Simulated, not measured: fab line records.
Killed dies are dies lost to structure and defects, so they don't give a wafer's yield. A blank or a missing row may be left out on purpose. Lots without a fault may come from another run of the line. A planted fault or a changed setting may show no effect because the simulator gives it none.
Chamber matching ; flow n5-finfet ; N5_BEOL_M12_VIA_ETCH_16 on rie-diel-05 has 4 sister chambers
The step etches SiOC in C4F8/O2/Ar, target depth 724.8 nm. 18 wafers are shown with their chamber, then 9 later ones without.

WAFERS, EACH WITH ITS CHAMBER
wafer;chamber;showerhead-plenum-p-Torr (Torr);throttle-valve-pct (%);drypump-motor-current-A (A)
L075.1;2;3.61;24.06;5.6
L075.3;1;3.44;24.49;5.2
L075.6;1;3.44;24.48;5.2
L078.1;0;3.33;23.83;5.9
L078.4;1;3.43;24.47;5.2
L078.5;0;3.33;23.83;5.9
L080.1;3;3.50;24.24;4.8
L080.3;0;3.32;23.84;5.9
L080.5;3;3.50;24.23;4.8
L084.2;1;3.43;24.51;5.2
L084.4;2;3.60;24.07;5.5
L084.5;3;3.50;24.24;4.9
L086.1;3;3.50;24.25;4.8
L086.2;2;3.60;24.08;5.6
L086.3;1;3.43;24.52;5.2
L085.2;0;3.32;23.85;5.9
L085.4;2;3.60;24.08;5.5
L085.6;0;3.32;23.85;5.9

SIGNATURES (means of the wafers above)
reading;chamber 0;chamber 1;chamber 2;chamber 3;scatter within a chamber
showerhead-plenum-p-Torr;3.3240;3.4340;3.6025;3.5000;0.00474
throttle-valve-pct;23.8400;24.4940;24.0725;24.2400;0.0136
drypump-motor-current-A;5.900;5.200;5.550;4.825;0.0354
Rule: for each reading, subtract the chamber's mean from the wafer's reading, divide by that reading's scatter and square the result; add these up over the readings and take the root, which gives the wafer's distance from the chamber. If the next closest chamber is less than 2 further off than the closest, the wafer can't be placed; otherwise it belongs to the closest. The scatter: take each reading less its chamber's mean, square it, sum over the shown wafers, divide by the number of wafers less the number of chambers, and take the root.

WAFERS WITHOUT THEIR CHAMBER
wafer;showerhead-plenum-p-Torr (Torr);throttle-valve-pct (%);drypump-motor-current-A (A)
L088.1;3.50;24.26;4.8
L088.4;3.60;24.09;5.6
L088.6;3.42;24.50;5.2
L087.1;3.32;23.85;5.9
L087.2;3.50;24.26;4.9
L087.6;3.60;24.09;5.5
L089.2;3.59;24.10;5.6
L089.3;3.42;24.51;5.2
L089.5;3.42;24.51;5.2

WHICH CHAMBER EACH ONE RAN IN
wafer;from the rows above;in truth
L088.1;3;3
L088.4;2;2
L088.6;1;1
L087.1;0;0
L087.2;3;3
L087.6;2;2
L089.2;2;2
L089.3;1;1
L089.5;1;1
Placed correctly: 9 of 9. Left unplaced by these rows: 0. Number placed wrongly: 0.
